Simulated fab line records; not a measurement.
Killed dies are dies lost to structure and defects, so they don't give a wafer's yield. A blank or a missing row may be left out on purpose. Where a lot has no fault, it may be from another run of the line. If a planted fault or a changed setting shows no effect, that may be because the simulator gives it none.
Chamber matching | flow n5Finfet | N5_DUMMY_REMOVAL_STRIP_10 on rieDiel-06: 4 sister chambers
The step strips in N2/H2, time 40 s. 4 wafers are shown with their chamber, then 9 later ones without.

## WAFERS PAIRED WITH THEIR CHAMBERS
wafer  | chamber | drypumpMotorCurrentA (A)
L079.5 | 3       | 6.5
L080.3 | 1       | 6.0
L085.4 | 2       | 5.9
L085.6 | 0       | 5.6

## WAFERS WHOSE CHAMBER IS MISSING
wafer  | drypumpMotorCurrentA (A)
L091.4 | 6.5
L091.5 | 5.9
L091.6 | 6.5
L094.4 | 5.9
L094.5 | 6.0
L094.6 | 5.9
L096.1 | 6.4
L096.5 | 5.6
L096.6 | 6.5

## WHICH CHAMBER EACH WENT THROUGH
wafer  | from the rows above | in truth
L091.4 | 3                   | 3
L091.5 | 2                   | 2
L091.6 | 3                   | 3
L094.4 | 2                   | 2
L094.5 | 1                   | 1
L094.6 | 2                   | 2
L096.1 | 3                   | 3
L096.5 | 0                   | 0
L096.6 | 3                   | 3
Correctly placed: 9 of 9. Number that these rows cannot place: 0. 0 placed wrongly.
How it was worked out, from the rows above alone: a wafer's distance from a chamber is the root of the sum, over the readings, of the square of ((its reading less the chamber's mean) divided by the reading's scatter). The wafer belongs to the nearest chamber; if the next one is less than 2 further off, it can't be placed. Each chamber's mean is taken over the wafers shown for it. The scatter: with one shown wafer a chamber, the root of the mean of the squares of how far each hidden wafer lies from its nearest shown one.
